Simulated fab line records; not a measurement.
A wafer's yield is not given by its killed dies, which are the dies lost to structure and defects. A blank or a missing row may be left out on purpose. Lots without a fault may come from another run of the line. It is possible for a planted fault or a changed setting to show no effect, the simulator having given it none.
The tool behind it: which one? | flow n5Finfet | Sampling: 24 lots, 72 wafers, 6 of 1938 route steps

## WHAT EACH GAUGE READ, for each wafer
N5_BEOL_M1_OVL_MEAS_29.
lot  | measured     | on         | V0_OVL (nm)
L074 | day 6 05:29  | overlay-02 | 0.5 -0.2 0.8
L075 | day 6 10:13  | overlay-01 | 0.5 0.2 0.3
L076 | day 6 16:29  | overlay-02 | 1.0 1.0 0.9
L077 | day 6 21:35  | overlay-01 | -0.2 -0.8 -0.4
L078 | day 7 02:53  | overlay-02 | 0.3 0.4 -0.7
L079 | day 7 06:10  | overlay-01 | 0.0 -0.5 -0.1
L080 | day 7 13:05  | overlay-01 | 0.8 -0.1 1.1
L081 | day 8 03:54  | overlay-02 | -0.2 0.9 0.3
L082 | day 8 03:58  | overlay-01 | 0.8 0.4 0.4
L083 | day 8 05:10  | overlay-01 | 0.5 0.5 1.0
L084 | day 8 15:32  | overlay-01 | -0.2 -0.4 0.0
L085 | day 9 04:20  | overlay-02 | -0.2 -0.3 0.1
L086 | day 9 05:23  | overlay-01 | -0.5 -2.1 -0.8
L087 | day 9 07:02  | overlay-02 | 0.5 1.2 0.1
L089 | day 9 19:31  | overlay-02 | 0.2 0.2 -0.2
L088 | day 9 23:25  | overlay-02 | -1.2 -0.2 -1.2
L090 | day 10 03:46 | overlay-01 | -0.4 -0.6 0.1
L091 | day 10 08:49 | overlay-02 | -0.7 -0.8 -1.0
L092 | day 10 17:18 | overlay-02 | -1.0 -1.8 -0.9
L093 | day 10 20:26 | overlay-01 | 0.3 -0.1 0.2
L094 | day 11 02:52 | overlay-02 | -0.5 -0.4 -0.4
L095 | day 11 22:23 | overlay-02 | -0.9 -0.4 0.2
L097 | day 11 22:59 | overlay-02 | 0.4 0.3 0.0
L096 | day 11 23:15 | overlay-02 | -0.2 0.1 0.2

N5_BEOL_M1_OCD_MEAS_38.
lot  | measured     | on     | trenchDepthNm (nm)
L074 | day 6 10:21  | ocd-01 | 55.7 57.2 54.8
L075 | day 6 20:24  | ocd-01 | 55.6 56.2 55.0
L076 | day 6 20:35  | ocd-01 | 53.5 54.5 53.6
L077 | day 7 01:19  | ocd-01 | 54.7 56.0 54.7
L078 | day 7 04:34  | ocd-01 | 54.4 56.1 55.2
L079 | day 7 07:43  | ocd-01 | 54.4 54.9 54.5
L080 | day 7 17:02  | ocd-01 | 55.3 55.7 54.3
L081 | day 8 04:45  | ocd-02 | 54.4 53.3 54.3
L082 | day 8 05:13  | ocd-01 | 55.2 54.3 54.5
L083 | day 8 11:16  | ocd-02 | 54.2 53.9 54.2
L084 | day 8 16:53  | ocd-01 | 53.4 54.5 55.8
L085 | day 9 05:49  | ocd-01 | 55.4 56.3 54.7
L086 | day 9 06:29  | ocd-02 | 54.2 54.6 53.8
L087 | day 9 14:48  | ocd-02 | 54.0 55.1 55.0
L089 | day 9 20:34  | ocd-02 | 54.0 55.4 53.4
L088 | day 10 04:26 | ocd-02 | 54.5 53.9 54.3
L090 | day 10 07:26 | ocd-01 | 56.0 56.0 54.4
L091 | day 10 12:29 | ocd-01 | 54.1 55.0 54.0
L092 | day 10 18:34 | ocd-02 | 54.0 54.5 54.4
L093 | day 11 01:44 | ocd-01 | 53.9 54.0 54.6
L094 | day 11 20:46 | ocd-02 | 55.4 55.6 55.6
L095 | day 12 02:58 | ocd-01 | 55.8 55.8 53.5
L097 | day 12 03:11 | ocd-02 | 56.6 53.9 55.7
L096 | day 12 07:38 | ocd-02 | 55.0 53.2 56.2

N5_BEOL_M1_INSPECT_59: inspects for defects (darkfield).
lot  | measured     | on               | rawDefectCount
L074 | day 6 14:32  | defectInspect-01 | 26 51 42
L075 | day 7 00:32  | defectInspect-01 | 81 60 87
L076 | day 7 02:32  | defectInspect-02 | 80 80 59
L077 | day 7 05:11  | defectInspect-02 | 66 50 36
L078 | day 7 09:22  | defectInspect-02 | 56 47 64
L079 | day 7 12:00  | defectInspect-01 | 146 92 113
L080 | day 7 22:00  | defectInspect-02 | 43 85 102
L081 | day 8 09:08  | defectInspect-02 | 91 58 60
L082 | day 8 11:13  | defectInspect-02 | 33 44 47
L083 | day 8 15:38  | defectInspect-01 | 64 60 79
L084 | day 8 20:47  | defectInspect-02 | 53 72 71
L085 | day 9 09:57  | defectInspect-02 | 61 51 69
L086 | day 9 12:25  | defectInspect-02 | 44 84 41
L087 | day 9 18:55  | defectInspect-01 | 79 68 49
L089 | day 10 00:40 | defectInspect-02 | 48 105 108
L088 | day 10 08:19 | defectInspect-01 | 49 61 50
L090 | day 10 11:11 | defectInspect-01 | 69 68 78
L091 | day 10 17:20 | defectInspect-02 | 76 71 78
L092 | day 10 22:29 | defectInspect-02 | 57 57 63
L093 | day 11 05:54 | defectInspect-02 | 46 36 35
L094 | day 12 00:49 | defectInspect-02 | 65 85 61
L095 | day 12 08:22 | defectInspect-02 | 89 83 88
L097 | day 12 08:21 | defectInspect-02 | 50 49 58
L096 | day 12 11:28 | defectInspect-02 | 68 59 60

## EACH LOT AND THE TOOL THAT RAN IT (in order: tool; ch and the chambers of the sampled wafers; start)
lot  | N5_BEOL_M1_ETCH_70                | N5_BEOL_M1_ANNEAL_87        | N5_BEOL_M1_ANNEAL_93
L074 | rieDiel-02 ch 0,1,2, day 6 09:59  | pvdSputter-01, day 6 12:26  | pvdSputter-01, day 6 13:06
L075 | rieDiel-02 ch 1,2,3, day 6 20:02  | pvdSputter-03, day 6 22:27  | pvdSputter-03, day 6 23:07
L076 | rieDiel-01 ch 0,2,3, day 6 20:14  | pvdSputter-03, day 7 00:17  | pvdSputter-03, day 7 00:57
L077 | rieDiel-06 ch 0,1,2, day 7 00:58  | pvdSputter-01, day 7 03:04  | pvdSputter-01, day 7 03:44
L078 | rieDiel-06 ch 0,1,2, day 7 04:13  | pvdSputter-03, day 7 07:15  | pvdSputter-03, day 7 07:55
L079 | rieDiel-01 ch 2,3, day 7 07:22    | pvdSputter-01, day 7 09:51  | pvdSputter-01, day 7 10:31
L080 | rieDiel-06 ch 0,3, day 7 16:40    | pvdSputter-02, day 7 19:38  | pvdSputter-02, day 7 20:17
L081 | rieDiel-01 ch 0,2,3, day 8 04:23  | pvdSputter-02, day 8 07:00  | pvdSputter-02, day 8 07:40
L082 | rieDiel-01 ch 0,2, day 8 04:52    | pvdSputter-01, day 8 09:08  | pvdSputter-01, day 8 09:47
L083 | rieDiel-01 ch 0,3, day 8 10:54    | pvdSputter-01, day 8 13:33  | pvdSputter-01, day 8 14:13
L084 | rieDiel-01 ch 0,1,2, day 8 16:32  | pvdSputter-02, day 8 18:42  | pvdSputter-02, day 8 19:22
L085 | rieDiel-02 ch 0,1,2, day 9 05:28  | pvdSputter-02, day 9 07:50  | pvdSputter-02, day 9 08:29
L086 | rieDiel-02 ch 0,1,2, day 9 06:07  | pvdSputter-01, day 9 10:18  | pvdSputter-01, day 9 10:58
L087 | rieDiel-06 ch 0,1,2, day 9 14:27  | pvdSputter-01, day 9 16:35  | pvdSputter-01, day 9 17:14
L089 | rieDiel-02 ch 0,1,3, day 9 20:12  | pvdSputter-03, day 9 22:34  | pvdSputter-03, day 9 23:13
L088 | rieDiel-01 ch 0,3, day 10 04:05   | pvdSputter-03, day 10 06:09 | pvdSputter-03, day 10 06:49
L090 | rieDiel-06 ch 0,2,3, day 10 07:05 | pvdSputter-02, day 10 09:05 | pvdSputter-02, day 10 09:44
L091 | rieDiel-01 ch 0,2, day 10 12:08   | pvdSputter-03, day 10 14:31 | pvdSputter-03, day 10 15:11
L092 | rieDiel-01 ch 0,3, day 10 18:13   | pvdSputter-01, day 10 20:23 | pvdSputter-01, day 10 21:03
L093 | rieDiel-01 ch 0,2, day 11 01:23   | pvdSputter-02, day 11 03:47 | pvdSputter-02, day 11 04:27
L094 | rieDiel-06 ch 2,3, day 11 20:25   | pvdSputter-01, day 11 22:43 | pvdSputter-01, day 11 23:22
L095 | rieDiel-01 ch 1,2,3, day 12 02:36 | pvdSputter-02, day 12 06:15 | pvdSputter-02, day 12 06:55
L097 | rieDiel-02 ch 0,1,3, day 12 02:50 | pvdSputter-01, day 12 06:15 | pvdSputter-01, day 12 06:55
L096 | rieDiel-01 ch 0,1,3, day 12 07:16 | pvdSputter-02, day 12 09:17 | pvdSputter-02, day 12 09:57
- N5_BEOL_M1_ETCH_70: etches SOC in N2/H2, target depth 80 nm, overetch 16 nm, time 120 s.
- N5_BEOL_M1_ANNEAL_87: time 240 s.
- N5_BEOL_M1_ANNEAL_93: time 240 s.

## AS READ BY THE TOOLS THEMSELVES (means over the sampled wafers that have a number; for cases with no such wafer, the mark the record gives instead)
N5_BEOL_M1_ETCH_70.
lot  | tool       | drypumpMotorCurrentA (A) | h2FlowSccm (sccm) | oesProductAu (a.u.) | rfVppV (V) | showerheadPlenumPTorr (Torr) | tempC (C) | throttleValvePct (%)
L074 | rieDiel-02 | 5.54                     | 199.8             | 0.61                | 524.7      | 2.56                         | 39.86     | 17.67
L075 | rieDiel-02 | 5.60                     | 200.0             | 0.63                | 522.5      | 2.50                         | 40.07     | 17.60
L076 | rieDiel-01 | 5.44                     | 200.1             | 0.59                | 524.0      | 2.54                         | 39.96     | 17.94
L077 | rieDiel-06 | 5.50                     | 199.6             | 0.55                | 524.4      | 2.56                         | 40.01     | 17.92
L078 | rieDiel-06 | 5.49                     | 200.0             | 0.55                | 524.3      | 2.56                         | 40.10     | 17.92
L079 | rieDiel-01 | 5.36                     | 200.1             | 0.62                | 525.2      | 2.59                         | 40.05     | 17.93
L080 | rieDiel-06 | 5.84                     | 200.3             | 0.58                | 525.2      | 2.57                         | 39.88     | 17.80
L081 | rieDiel-01 | 5.44                     | 199.8             | 0.59                | 525.1      | 2.53                         | 39.89     | 17.96
L082 | rieDiel-01 | 5.63                     | 199.5             | 0.55                | 524.0      | 2.54                         | 40.02     | 18.09
L083 | rieDiel-01 | 5.25                     | 200.1             | 0.63                | 522.8      | 2.52                         | 39.95     | 17.83
L084 | rieDiel-01 | 5.56                     | 199.6             | 0.62                | 522.8      | 2.55                         | 40.06     | 17.78
L085 | rieDiel-02 | 5.54                     | 200.1             | 0.60                | 524.1      | 2.56                         | 39.95     | 17.70
L086 | rieDiel-02 | 5.56                     | 199.6             | 0.60                | 524.0      | 2.55                         | 40.00     | 17.71
L087 | rieDiel-06 | 5.50                     | 199.8             | 0.53                | 524.1      | 2.56                         | 40.02     | 17.95
L089 | rieDiel-02 | 5.37                     | 200.3             | 0.58                | 522.6      | 2.50                         | 39.94     | 17.89
L088 | rieDiel-01 | 5.24                     | 199.4             | 0.62                | 523.7      | 2.52                         | 39.98     | 17.86
L090 | rieDiel-06 | 5.70                     | 200.0             | 0.57                | 525.6      | 2.61                         | 39.97     | 17.75
L091 | rieDiel-01 | 5.65                     | 199.5             | 0.54                | 524.0      | 2.54                         | 39.89     | 18.10
L092 | rieDiel-01 | 5.33                     | 200.0             | 0.60                | 522.2      | 2.48                         | 39.95     | 17.88
L093 | rieDiel-01 | 5.54                     | 200.0             | 0.56                | 522.2      | 2.49                         | 40.06     | 18.01
L094 | rieDiel-06 | 5.61                     | 200.1             | 0.58                | 525.7      | 2.65                         | 40.06     | 17.69
L095 | rieDiel-01 | 5.47                     | 200.3             | 0.69                | 525.7      | 2.58                         | 40.03     | 17.67
L097 | rieDiel-02 | 5.37                     | 199.6             | 0.64                | 523.1      | 2.50                         | 40.12     | 17.76
L096 | rieDiel-01 | 5.36                     | 200.0             | 0.64                | 523.3      | 2.53                         | 40.06     | 17.70

N5_BEOL_M1_ANNEAL_87.
lot  | tool          | heaterPowerW (W)
L074 | pvdSputter-01 | 847
L075 | pvdSputter-03 | 872
L076 | pvdSputter-03 | 873
L077 | pvdSputter-01 | 828
L078 | pvdSputter-03 | 948
L079 | pvdSputter-01 | 837
L080 | pvdSputter-02 | 761
L081 | pvdSputter-02 | 811
L082 | pvdSputter-01 | 798
L083 | pvdSputter-01 | 819
L084 | pvdSputter-02 | 769
L085 | pvdSputter-02 | 762
L086 | pvdSputter-01 | 828
L087 | pvdSputter-01 | 860
L089 | pvdSputter-03 | 849
L088 | pvdSputter-03 | 936
L090 | pvdSputter-02 | 798
L091 | pvdSputter-03 | 907
L092 | pvdSputter-01 | 799
L093 | pvdSputter-02 | 793
L094 | pvdSputter-01 | 876
L095 | pvdSputter-02 | 802
L097 | pvdSputter-01 | 816
L096 | pvdSputter-02 | 810

N5_BEOL_M1_ANNEAL_93.
lot  | tool          | heaterPowerW (W)
L074 | pvdSputter-01 | 861
L075 | pvdSputter-03 | 865
L076 | pvdSputter-03 | 884
L077 | pvdSputter-01 | 841
L078 | pvdSputter-03 | 942
L079 | pvdSputter-01 | 839
L080 | pvdSputter-02 | 761
L081 | pvdSputter-02 | 803
L082 | pvdSputter-01 | 799
L083 | pvdSputter-01 | 801
L084 | pvdSputter-02 | 760
L085 | pvdSputter-02 | 767
L086 | pvdSputter-01 | 830
L087 | pvdSputter-01 | 854
L089 | pvdSputter-03 | 861
L088 | pvdSputter-03 | 939
L090 | pvdSputter-02 | 795
L091 | pvdSputter-03 | 889
L092 | pvdSputter-01 | 800
L093 | pvdSputter-02 | 810
L094 | pvdSputter-01 | 864
L095 | pvdSputter-02 | 799
L097 | pvdSputter-01 | 819
L096 | pvdSputter-02 | 805

## THE ANSWER, worked out from the rows above alone
Rule: usual is defined by the lots themselves. Put in order of their means at a reading, lots are off if they are a third of the lots or fewer, leave a main group of 4 or more, and stand apart from it by a gap of 3 or more times the standard deviation of the main group's means; of several such gaps the widest counts. The tables above print the reading to a certain number of digits; a main group whose means all agree to those digits is not used. A lot without any number at a reading at which 4 lots or more have one is off too. The other lots that the step has rows for count as sound. After the gauges, taken in route order, come the tools' own readings; for these a lot's mean is taken, as printed above. At the first step where some lot is off, the reading lying furthest off is the one used; lots without a number count as furthest.
None of the lots is off at any reading shown; this tells nothing.

## WHAT THE SIMULATOR PUT IN
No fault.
